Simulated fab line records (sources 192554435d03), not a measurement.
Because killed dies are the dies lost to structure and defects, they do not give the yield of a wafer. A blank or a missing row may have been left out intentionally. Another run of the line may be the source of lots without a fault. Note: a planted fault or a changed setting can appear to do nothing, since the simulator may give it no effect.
fab line records	flow n5-finfet	part 1 of 2: steps 1 to 20 of 28
record: lots: 5	wafers: 15	last-day: 18
route steps=1938 shown MOL_CONTACT_COAG@615 BEOL_M0_SAQP@632
lots that met no fault: taken from a fault-free run of the same line
start-h: hours from the record's first day to the start of the lot's first wafer shown	wait-h: hours elapsed since this lot's preceding step	" as in the row above	L1.1+2: a single row standing in for several wafers	- either no value or no given start	* or withheld: withheld	< > ~ a bound
route shown NAME@n: NAME is a module with steps in the file, n the number in the route of the first one	usual: mean/standard deviation taken from wafers without a fault	same: alike in all rows	chamber/n: place in a boat	sites: per-site readings	_std_site: standard deviation of those values	_edge_site: mean of outer sites minus mean of inner sites	radius-mm: how far each site lies from the wafer's centre	mask NAME#n: copy n	behind: the last tool/chamber to shape the wafer	hold: reason for holding the lot/hours on hold/outcome of the hold	device: the transistor (n, p or np) that didn't switch	end of line: the route-end tests of the same wafers	where a step has no rows: the recipe by itself	killed: the dies lost at the first sort to structure and to defects; this is not the yield of the wafer	map: shows each die of a wafer: x if killed, . if not, _ if none is there
set.NAME: setting as actually run; set.NAME@STEP: the setting as run at that earlier step	model.NAME: the simulator's own value behind a step, which no gauge read
lots at some steps of the route; a table a step, a row a wafer
services: a tool's chamber out of use, with start hour (start-h, from the record's first day; less than 0 if before it), hours out, and reason
== steps ==
step: N5_MOL_CONTACT_COAG_VIA_ETCH_117
recipe: chemistry: C4F6/O2	target-depth-a: 400	overetch-a: 80	mask-material: SOC	target: SiO2	bias-w: 455	pressure-mtorr: 10	time-s: 26	source-w: 325	Ar_flow_sccm: 300	C4F6_flow_sccm: 10	O2_flow_sccm: 10	ion-energy-ev: 575.3	ends: end-point
usual: bias-w: 455.1/1.4	drypump-motor-current-A: 5.8/0.43	oes-product-au: 0.71/0.08	rf-vpp-V: 1592/29	showerhead-plenum-p-Torr: 2.86/0.11	throttle-valve-pct: 41.0/0.51
lot.wafer	tool	chamber	start-h	wait-h	bias-w	drypump-motor-current-A	oes-product-au	rf-hours-counter-h	rf-vpp-V	showerhead-plenum-p-Torr	throttle-valve-pct
L074.1	rie-diel-04	1	101.69	0.0	455.2	6.1	0.79	33	1600	2.89	41.0
L074.2	"	2	"	"	455.8	5.5	0.67	154	1633	2.72	41.0
L074.3	"	0	"	"	454.9	6.4	0.66	210	1548	2.94	42.2
L087.1	rie-diel-05	1	182.41	0.0	455.5	5.6	0.63	207	1606	2.69	40.6
L087.3	"	3	"	"	457.3	5.6	0.63	217	1603	2.80	40.5
L087.4	"	2	"	"	452.6	5.1	0.81	20	1568	3.04	40.9
L088.1	rie-diel-03	0	187.71	0.0	452.7	5.8	0.64	216	1623	2.93	40.3
L088.2	"	2	"	"	456.4	5.9	0.63	239	1541	2.70	40.7
L088.5	"	1	"	"	453.5	5.8	0.77	-	1604	2.86	40.8
L089.1	rie-diel-04	1	189.05	0.0	457.9	6.1	0.75	66	1597	2.88	41.0
L089.2	"	2	"	"	454.0	5.5	0.65	186	1633	2.71	41.0
L089.5	"	1	"	"	457.0	6.1	0.75	-	1597	2.88	41.0
L097.1	rie-diel-04	1	242.10	0.0	454.5	6.1	0.72	87	1597	2.87	41.0
L097.3	"	0	"	"	456.4	6.4	0.84	7	1548	2.92	42.3
L097.5	"	1	"	"	455.8	6.1	0.73	-	1598	2.87	41.0
step: N5_MOL_CONTACT_COAG_ETCH_124
recipe: chemistry: CH3F/O2	target: SiNx	target-depth-a: 65	mask-material: SOC	stop-on: SiOC	over-etch-frac: 0.3	ion-energy-ev: 120	pressure-mtorr: 30	source-w: 395	bias-w: 73	Ar_flow_sccm: 150	CH3F_flow_sccm: 30	O2_flow_sccm: 20	ends: end-point
usual: bias-w: 73.02/0.21	drypump-motor-current-A: 5.8/0.44	oes-product-au: 0.68/0.078	rf-vpp-V: 298/5.9	showerhead-plenum-p-Torr: 2.01/0.08	throttle-valve-pct: 16.27/0.23
lot.wafer	tool	chamber	start-h	wait-h	bias-w	drypump-motor-current-A	oes-product-au	rf-hours-counter-h	rf-vpp-V	showerhead-plenum-p-Torr	throttle-valve-pct
L074.1	rie-diel-04	1	101.72	0.0	73.13	6.1	0.76	33	300	2.04	16.02
L074.2	"	2	"	"	73.18	5.5	0.64	154	307	1.91	16.25
L074.3	"	0	"	"	72.77	6.4	0.63	210	289	2.07	16.91
L087.1	rie-diel-05	1	182.44	0.0	72.97	5.6	0.60	207	301	1.90	16.32
L087.3	"	3	"	"	72.91	5.6	0.60	217	301	1.97	16.30
L087.4	"	2	"	"	73.03	5.1	0.77	20	293	2.14	15.95
L088.1	rie-diel-03	0	187.74	0.0	73.34	5.8	0.61	216	305	2.06	16.05
L088.2	"	2	"	"	72.78	5.8	0.59	239	287	1.89	16.32
L088.5	"	1	"	"	73.21	5.8	0.74	-	301	2.02	16.23
L089.1	rie-diel-04	1	189.08	0.0	73.27	6.1	0.72	66	298	2.03	16.12
L089.2	"	2	"	"	73.12	5.5	0.62	186	307	1.90	16.31
L089.5	"	1	"	"	72.88	6.1	0.73	-	299	2.03	16.09
L097.1	rie-diel-04	1	242.13	0.0	73.02	6.1	0.70	87	299	2.02	16.15
L097.3	"	0	"	"	72.89	6.4	0.81	7	289	2.06	16.56
L097.5	"	1	"	"	73.38	6.1	0.70	-	300	2.02	16.17
step: N5_MOL_CONTACT_COAG_ETCH_48
recipe: chemistry: C4F6/O2	target-depth-a: 150	overetch-a: 45	mask-material: SOC	target: SiOC	bias-w: 465	pressure-mtorr: 10	time-s: 17	source-w: 335	Ar_flow_sccm: 300	C4F6_flow_sccm: 10	O2_flow_sccm: 10	ion-energy-ev: 576
usual: bias-w: 465.0/1.3	drypump-motor-current-A: 5.8/0.43	oes-product-au: 0.66/0.078	rf-vpp-V: 1594/29	showerhead-plenum-p-Torr: 2.86/0.11	throttle-valve-pct: 40.5/0.48
lot.wafer	tool	chamber	start-h	wait-h	bias-w	drypump-motor-current-A	oes-product-au	rf-hours-counter-h	rf-vpp-V	showerhead-plenum-p-Torr	throttle-valve-pct
L074.1	rie-diel-04	1	101.76	0.0	464.0	6.1	0.68	33	1600	2.89	40.5
L074.2	"	2	"	"	462.6	5.5	0.62	154	1637	2.72	40.6
L074.3	"	0	"	"	462.9	6.4	0.56	210	1550	2.94	41.7
L087.1	rie-diel-05	1	182.48	0.0	465.5	5.6	0.60	207	1608	2.69	40.2
L087.3	"	3	"	"	463.9	5.7	0.59	217	1607	2.80	40.0
L087.4	"	2	"	"	465.7	5.1	0.77	20	1570	3.04	40.5
L088.1	rie-diel-03	0	187.78	0.0	464.3	5.8	0.57	216	1625	2.93	39.8
L088.2	"	2	"	"	464.5	5.9	0.59	239	1543	2.70	40.3
L088.5	"	1	"	"	464.2	5.8	0.70	-	1606	2.86	40.3
L089.1	rie-diel-04	1	189.12	0.0	465.9	6.1	0.65	66	1600	2.88	40.5
L089.2	"	2	"	"	465.9	5.4	0.55	186	1635	2.71	40.6
L089.5	"	1	"	"	466.9	6.1	0.67	-	1600	2.88	40.5
L097.1	rie-diel-04	1	242.17	0.0	466.9	6.1	0.75	87	1600	2.87	40.6
L097.3	"	0	"	"	466.2	6.3	0.79	7	1550	2.92	41.8
L097.5	"	1	"	"	465.4	6.1	0.68	-	1600	2.87	40.5
step: N5_MOL_CONTACT_COAG_STRIP_72
recipe: chemistry: N2/H2	power-w: 450	temp-c: 40	pressure-mtorr: 20	rf-frequency-hz: 6e+07	overash-fraction: 3	bias-power-w: 7	h2-frac: 0.5	n2-flow-sccm: 200	h2-flow-sccm: 200
usual: drypump-motor-current-A: 5.8/0.43	oes-product-au: 0.79/0.094	rf-vpp-V: 59.6/2.1	showerhead-plenum-p-Torr: 2.56/0.1	throttle-valve-pct: 23.6/0.32
lot.wafer	tool	chamber	start-h	wait-h	drypump-motor-current-A	oes-product-au	rf-hours-counter-h	rf-vpp-V	showerhead-plenum-p-Torr	throttle-valve-pct
L074.1	rie-diel-04	1	101.81	0.0	6.1	0.90	33	61.2	2.60	23.4
L074.2	"	2	"	"	5.5	0.74	154	58.4	2.44	23.6
L074.3	"	0	"	"	6.4	0.72	210	59.9	2.60	24.2
L087.1	rie-diel-05	1	182.53	0.0	5.6	0.71	207	56.0	2.41	23.5
L087.3	"	3	"	"	5.7	0.69	217	60.9	2.51	23.4
L087.4	"	2	"	"	5.1	0.92	20	60.4	2.72	23.5
L088.1	rie-diel-03	0	187.83	0.0	5.8	0.70	216	60.0	2.61	23.0
L088.2	"	2	"	"	5.9	0.69	239	56.1	2.39	23.2
L088.5	"	1	"	"	5.8	0.86	-	60.4	2.60	24.0
L089.1	rie-diel-04	1	189.17	0.0	6.1	0.84	66	63.9	2.58	23.4
L089.2	"	2	"	"	5.5	0.72	186	56.9	2.43	23.6
L089.5	"	1	"	"	6.1	0.83	-	55.0	2.58	23.5
L097.1	rie-diel-04	1	242.22	0.0	6.1	0.83	87	60.1	2.57	23.5
L097.3	"	0	"	"	6.4	0.97	7	62.4	2.58	24.1
L097.5	"	1	"	"	6.1	0.82	-	62.1	2.57	23.5
step: N5_MOL_CONTACT_COAG_STRIP_49
recipe: chemistry: N2/H2	time-s: 30	power-w: 1000	temp-c: 250	pressure-mtorr: withheld	n2-flow-sccm: 1750	h2-flow-sccm: 3250
usual: drypump-motor-current-A: 5.6/0.39	heater-power-w: 331/34
lot.wafer	tool	chamber	start-h	wait-h	drypump-motor-current-A	heater-power-w	rf-hours-counter-h
L074.1	plasma-asher-02	0	101.89	-	5.9	389	39
L074.2	"	1	"	"	4.9	310	39
L074.3	"	0	"	"	5.9	382	-
L087.1	plasma-asher-02	1	182.62	-	5.0	314	55
L087.3	"	1	"	"	4.9	316	-
L087.4	"	0	"	"	5.9	385	-
L088.1	plasma-asher-02	0	187.91	-	5.9	384	56
L088.2	"	1	"	"	5.0	319	56
L088.5	"	1	"	"	4.9	321	-
L089.1	plasma-asher-01	0	189.26	-	5.7	294	115
L089.2	"	1	"	"	5.9	335	115
L089.5	"	0	"	"	5.7	298	-
L097.1	plasma-asher-01	1	242.30	-	5.9	327	127
L097.3	"	0	"	"	5.7	296	-
L097.5	"	0	"	"	5.7	300	-
step: N5_MOL_CONTACT_COAG_PRECLEAN_138
recipe: chemistry: alkaline-clean	temp-c: 60	time-s: 60	do-ppb: 50
lot.wafer	tool	chamber	start-h	wait-h
L074.1+2+3	wet-bench-05	3,6,4	101.98	0.1
L087.1+3+4	wet-bench-06	2,0,1	182.70	0.1
L088.1+2+5	wet-bench-05	0,1,5	188.00	0.1
L089.1+2+5	wet-bench-05	0,2,4	189.34	0.1
L097.1+3+5	wet-bench-05	1,2,3	242.52	0.2
step: N5_MOL_CONTACT_COAG_SRD_139
recipe: dry: ipa-marangoni	time-s: 30	temp-c: 23	rinse-liquid: diw
lot.wafer	tool	chamber	start-h	wait-h
L074.1+2+3	wet-bench-05	3,6,4	102.00	0.0
L087.1+3+4	wet-bench-06	2,0,1	182.72	0.0
L088.1+2+5	wet-bench-05	0,1,5	188.02	0.0
L089.1+2+5	wet-bench-05	0,2,4	189.37	0.0
L097.1+3+5	wet-bench-05	1,2,3	242.54	0.0
step: N5_MOL_CONTACT_COAG_CD_MEAS_101
recipe: target-cd-nm: 16
usual: cd-nm: 16.1/0.36
lot.wafer	tool	chamber	start-h	wait-h	cd-nm
L074.1	cd-sem-03	-	102.04	0.0	16.3
L074.2	"	-	"	"	16.1
L074.3	"	-	"	"	16.0
L087.1	cd-sem-03	-	182.77	0.0	16.1
L087.3	"	-	"	"	16.1
L087.4	"	-	"	"	16.3
L088.1	cd-sem-03	-	188.06	0.0	16.0
L088.2	"	-	"	"	15.5
L088.5	"	-	"	"	16.1
L089.1	cd-sem-03	-	189.41	0.0	16.5
L089.2	"	-	"	"	16.3
L089.5	"	-	"	"	16.2
L097.1	cd-sem-03	-	242.58	0.0	15.9
L097.3	"	-	"	"	16.1
L097.5	"	-	"	"	15.7
step: N5_MOL_CONTACT_COAG_PRE_CLEAN_121
recipe: gas: H2/He	time-s: *	temp-c: withheld
lot.wafer	tool	chamber	start-h	wait-h
L074.1+2+3	cvd-w-01	0,1,1	102.08	0.0
L087.1+3+4	cvd-w-02	1,1,0	182.81	0.0
L088.1+2+5	cvd-w-02	0,1,1	188.11	0.0
L089.1+2+5	cvd-w-01	0,1,1	189.45	0.0
L097.1+3+5	cvd-w-02	1,0,1	242.62	0.0
step: N5_MOL_CONTACT_COAG_CVD_140
recipe: material: W	target-thk-a: 665	mode: selective-fill	temp-c: 300	time-s: 215
usual: heater-power-w: 469/76
lot.wafer	tool	chamber	start-h	wait-h	heater-power-w
L074.1	cvd-w-01	0	102.17	0.1	500
L074.2	"	1	"	"	372
L074.3	"	1	"	"	360
L087.1	cvd-w-02	1	182.90	0.1	501
L087.3	"	1	"	"	508
L087.4	"	0	"	"	575
L088.1	cvd-w-02	0	188.20	0.1	596
L088.2	"	1	"	"	498
L088.5	"	1	"	"	492
L089.1	cvd-w-01	0	189.54	0.1	499
L089.2	"	1	"	"	374
L089.5	"	1	"	"	376
L097.1	cvd-w-02	1	242.71	0.1	502
L097.3	"	0	"	"	575
L097.5	"	1	"	"	495
step: N5_MOL_CONTACT_COAG_PRECLEAN_127
recipe: chemistry: DIW	time-s: 57.5	temp-c: 23
lot.wafer	tool	chamber	start-h	wait-h
L074.1+2+3	wet-bench-04	2,6,1	102.44	0.2
L087.1+3+4	wet-bench-06	5,0,2	183.17	0.2
L088.1+2+5	wet-bench-06	4,3,1	188.67	0.4
L089.1+2+5	wet-bench-05	0,7,3	189.81	0.2
L097.1+3+5	wet-bench-06	1,5,3	242.98	0.2
step: N5_MOL_CONTACT_COAG_SRD_128
recipe: dry-time-s: 32	dry: n2-spin	spin-rpm: 1500
lot.wafer	tool	chamber	start-h	wait-h
L074.1+2+3	wet-bench-04	2,6,1	102.46	0.0
L087.1+3+4	wet-bench-06	5,0,2	183.19	0.0
L088.1+2+5	wet-bench-06	4,3,1	188.68	0.0
L089.1+2+5	wet-bench-05	0,7,3	189.83	0.0
L097.1+3+5	wet-bench-06	1,5,3	243.00	0.0
step: N5_MOL_CONTACT_COAG_CMP_52
recipe: stop-on: SiO2	t-overpolish-s: 1.5	post-cmp-clean: w-dilute-nh4oh	down-force-psi: 4	platen-rpm: 50.289	pad-velocity-m-s: 1.0006	target-thk-nm: 66.5
usual: motor-current-A: 11.7/1.1	overpolish-run-s: 1.500/0.0093	time-to-endpoint-s: 13.1/2.5
lot.wafer	tool	chamber	start-h	wait-h	motor-current-A	overpolish-run-s	time-to-endpoint-s
L074.3	cmp-04	3	102.49	0.0	12.8	1.488	15.3
L074.1	"	1	"	"	10.9	1.489	10.8
L074.2	"	2	"	"	9.6	1.501	8.1
L087.3	cmp-02	2	183.26	0.1	12.0	1.502	12.6
L087.1	"	3	"	"	11.7	1.490	12.7
L087.4	"	0	"	"	11.0	1.492	14.1
L088.2	cmp-03	0	188.75	0.1	11.3	1.492	14.7
L088.1	"	1	"	"	11.7	1.486	12.8
L088.5	"	0	"	"	11.3	1.500	15.3
L089.2	cmp-02	2	189.86	0.0	12.7	1.521	12.1
L089.1	"	0	"	"	10.8	1.512	12.0
L089.5	"	2	"	"	13.0	1.504	12.5
L097.1	cmp-02	2	243.11	0.1	12.4	1.512	13.9
L097.3	"	3	"	"	11.3	1.488	15.3
L097.5	"	0	"	"	10.7	1.507	12.6
step: N5_MOL_CONTACT_COAG_THK_MEAS_53
recipe: reads: SiO2_of_MOL_CONTACT_COAG_PECVD_31
usual: VIA_MOL_THK: 43.8/0.64
lot.wafer	tool	chamber	start-h	wait-h	VIA_MOL_THK[nm]
L074.1	film-metro-02	-	102.79	-	43.8
L074.2	"	-	"	"	43.3
L074.3	"	-	"	"	43.7
L087.1	film-metro-01	-	183.52	-	43.2
L087.3	"	-	"	"	44.2
L087.4	"	-	"	"	43.9
L088.1	film-metro-02	-	189.01	-	43.4
L088.2	"	-	"	"	43.4
L088.5	"	-	"	"	44.5
L089.1	film-metro-02	-	190.16	-	43.1
L089.2	"	-	"	"	43.7
L089.5	"	-	"	"	44.0
L097.1	film-metro-02	-	243.33	-	42.6
L097.3	"	-	"	"	42.8
L097.5	"	-	"	"	43.2
step: N5_MOL_CONTACT_COAG_ANNEAL_112
recipe: temp-c: 400	time-s: 1800	ambient: HPD2	pressure-atm: 10
usual: wafer_temp_C_max: 402.5/0.55	zone-power-upper-pct: 8.19/0.084
lot.wafer	tool	chamber	start-h	wait-h	wafer_temp_C_max	zone-power-upper-pct
L074.1	hp-anneal-01	0	102.81	0.0	402.3	8.18
L074.2	"	0	"	"	401.9	8.06
L074.3	"	0	"	"	403.0	8.19
L087.1	hp-anneal-01	0	183.54	0.0	401.9	8.11
L087.3	"	0	"	"	402.2	8.18
L087.4	"	0	"	"	401.7	8.15
L088.1	hp-anneal-01	0	189.04	0.0	402.2	8.18
L088.2	"	0	"	"	402.8	8.18
L088.5	"	0	"	"	402.9	8.15
L089.1	hp-anneal-01	0	192.04	1.9	402.6	8.15
L089.2	"	0	"	"	402.5	8.22
L089.5	"	0	"	"	402.9	8.13
L097.1	hp-anneal-01	0	243.36	0.0	402.6	8.07
L097.3	"	0	"	"	402.3	8.24
L097.5	"	0	"	"	403.1	8.08
step: N5_MOL_CONTACT_COAG_INSPECT_97
recipe: inspect-instrument: darkfield	mode: post-anneal
usual: raw-defect-count: 42/17
lot.wafer	tool	chamber	start-h	wait-h	raw-defect-count
L074.1	defect-inspect-02	-	105.84	0.0	34
L074.2	"	-	"	"	58
L074.3	"	-	"	"	78
L087.1	defect-inspect-02	-	186.57	0.0	32
L087.3	"	-	"	"	33
L087.4	"	-	"	"	23
L088.1	defect-inspect-02	-	192.06	0.0	25
L088.2	"	-	"	"	36
L088.5	"	-	"	"	33
L089.1	defect-inspect-01	-	195.06	0.0	39
L089.2	"	-	"	"	60
L089.5	"	-	"	"	85
L097.1	defect-inspect-01	-	246.38	0.0	41
L097.3	"	-	"	"	71
L097.5	"	-	"	"	42
step: N5_BEOL_M0_SAQP_PECVD_00
recipe: material: SiCN	target-thk-a: 80	temp-c: withheld	precursor: 3MS/NH3	pressure-torr: 3	rf-w: 202	time-s: 14
usual: chamber-pressure-Torr: 2.999/0.0068	showerhead-plenum-p-Torr: 3.670/0.011	throttle-valve-pct: 8.9/0.4
lot.wafer	tool	chamber	start-h	wait-h	chamber-pressure-Torr	showerhead-plenum-p-Torr	throttle-valve-pct
L074.1	pecvd-01	0	106.17	0.2	2.992	3.674	8.1
L074.2	"	1	"	"	3.004	3.675	9.2
L074.3	"	2	"	"	2.993	3.660	8.5
L087.1	pecvd-01	0	186.90	0.2	2.992	3.670	8.4
L087.3	"	2	"	"	2.996	3.665	8.6
L087.4	"	1	"	"	3.017	3.670	9.4
L088.1	pecvd-04	2	192.39	0.2	2.996	3.662	9.6
L088.2	"	1	"	"	2.991	3.674	9.4
L088.5	"	1	"	"	3.002	3.669	9.2
L089.1	pecvd-01	2	195.39	0.2	2.998	3.674	9.1
L089.2	"	0	"	"	2.996	3.681	8.2
L089.5	"	2	"	"	2.999	3.671	9.2
L097.1	pecvd-01	0	246.71	0.2	2.991	3.673	8.2
L097.3	"	1	"	"	3.005	3.674	9.0
L097.5	"	1	"	"	3.001	3.672	9.2
step: N5_BEOL_M0_SAQP_ILD_DEP_01
recipe: material: SiOC	target-thk-a: 454.19	temp-c: 350	precursor: DEMS/O2	pressure-torr: 5	rf-w: 500	time-s: 8.7
usual: chamber-pressure-Torr: 4.999/0.011	heater-power-w: 470/60	showerhead-plenum-p-Torr: 5.700/0.014	throttle-valve-pct: 11.8/0.49
lot.wafer	tool	chamber	start-h	wait-h	chamber-pressure-Torr	heater-power-w	showerhead-plenum-p-Torr	throttle-valve-pct
L074.1	pecvd-01	0	106.20	0.0	5.008	533	5.719	10.9
L074.2	"	1	"	"	4.999	401	5.710	12.0
L074.3	"	2	"	"	4.993	517	5.700	11.5
L087.1	pecvd-01	0	186.93	0.0	5.001	449	5.712	11.0
L087.3	"	2	"	"	5.005	615	5.687	11.8
L087.4	"	1	"	"	4.996	477	5.691	11.8
L088.1	pecvd-04	2	192.42	0.0	4.999	348	5.669	12.7
L088.2	"	1	"	"	4.992	386	5.698	12.0
L088.5	"	1	"	"	5.001	398	5.699	11.8
L089.1	pecvd-01	2	195.42	0.0	4.987	624	5.700	11.7
L089.2	"	0	"	"	4.994	451	5.701	11.1
L089.5	"	2	"	"	5.006	604	5.696	11.5
L097.1	pecvd-01	0	246.74	0.0	5.003	426	5.706	11.1
L097.3	"	1	"	"	4.996	465	5.692	11.8
L097.5	"	1	"	"	5.001	386	5.710	12.1
step: N5_BEOL_M0_SAQP_HM_DEP_02
recipe: material: TiN	target-thk-a: 120	temp-c: 25	chamber-pressure-pa: 0.49996
usual: throttle-valve-pct: 30.2/0.91
lot.wafer	tool	chamber	start-h	wait-h	throttle-valve-pct
L074.1	pvd-sputter-02	-	106.78	0.6	29.7
L074.2	"	-	"	"	31.2
L074.3	"	-	"	"	30.1
L087.1	pvd-sputter-02	-	188.46	1.5	29.9
L087.3	"	-	"	"	31.3
L087.4	"	-	"	"	29.8
L088.1	pvd-sputter-02	-	193.27	0.8	29.8
L088.2	"	-	"	"	30.1
L088.5	"	-	"	"	31.0
L089.1	pvd-sputter-01	-	197.40	2.0	28.3
L089.2	"	-	"	"	29.3
L089.5	"	-	"	"	28.4
L097.1	pvd-sputter-02	-	247.43	0.7	30.0
L097.3	"	-	"	"	31.2
L097.5	"	-	"	"	30.6
step: N5_BEOL_M0_SAQP_PECVD_03
recipe: material: SiCN	target-thk-a: 120	temp-c: withheld	precursor: 3MS/NH3	pressure-torr: 3	rf-w: 202	time-s: 21.1
usual: chamber-pressure-Torr: 3.000/0.0059	showerhead-plenum-p-Torr: 3.666/0.013	throttle-valve-pct: 9.0/0.38
lot.wafer	tool	chamber	start-h	wait-h	chamber-pressure-Torr	showerhead-plenum-p-Torr	throttle-valve-pct
L074.1	pecvd-02	0	106.90	0.1	3.002	3.651	9.4
L074.2	"	1	"	"	2.989	3.667	8.8
L074.3	"	2	"	"	2.998	3.648	8.4
L087.1	pecvd-02	0	188.58	0.1	3.005	3.651	9.2
L087.3	"	2	"	"	3.005	3.658	8.8
L087.4	"	2	"	"	3.003	3.651	8.7
L088.1	pecvd-02	2	193.41	0.1	3.004	3.652	8.7
L088.2	"	1	"	"	2.995	3.670	9.0
L088.5	"	0	"	"	2.998	3.652	9.0
L089.1	pecvd-04	0	197.52	0.1	3.007	3.679	9.5
L089.2	"	2	"	"	3.007	3.653	9.2
L089.5	"	2	"	"	3.008	3.647	9.8
L097.1	pecvd-04	0	247.55	0.1	2.998	3.691	9.5
L097.3	"	1	"	"	3.002	3.671	9.3
L097.5	"	1	"	"	2.999	3.672	9.2
